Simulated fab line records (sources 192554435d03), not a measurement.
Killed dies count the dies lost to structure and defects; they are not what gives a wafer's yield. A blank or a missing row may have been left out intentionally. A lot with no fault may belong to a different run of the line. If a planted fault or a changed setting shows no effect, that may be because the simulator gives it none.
Chamber matching ; flow n5_finfet ; N5_BEOL_M0_CUTY_ETCH_63 on rie_diel-02 has 4 sister chambers
The step etches SOC in N2/H2, target depth 82.7 nm, overetch 16.5 nm, time 124 s. 4 wafers are shown with their chamber, then 9 later ones without.

## WAFERS, EACH WITH ITS CHAMBER
wafer;chamber;showerhead_plenum_p_Torr (Torr)
L088.3;0;2.43
L090.1;3;2.62
L090.2;2;2.69
L090.4;1;2.55

## WAFERS WITHOUT THEIR CHAMBER
wafer;showerhead_plenum_p_Torr (Torr)
L091.4;2.62
L091.5;2.55
L091.6;2.42
L094.1;2.42
L094.3;2.61
L094.5;2.69
L096.3;2.54
L096.5;2.61
L096.6;2.68

## CHAMBER TAKEN BY EACH
wafer;from the rows above;in truth
L091.4;3;3
L091.5;1;1
L091.6;0;0
L094.1;0;0
L094.3;3;3
L094.5;2;2
L096.3;1;1
L096.5;3;3
L096.6;2;2
Placed correctly: 9 of 9. From these rows, 0 cannot be placed. 0 placed wrongly.
How it was worked out, from the rows above alone: a wafer's distance from a chamber is the root of the sum, over the readings, of the square of ((its reading less the chamber's mean) divided by the reading's scatter). If the next closest chamber is less than 2 further off than the closest, the wafer can't be placed; otherwise it belongs to the closest. The mean given for a chamber averages the wafers shown for that chamber. The scatter: root of mean squared gap, hidden wafer to nearest shown wafer, with one shown wafer a chamber.
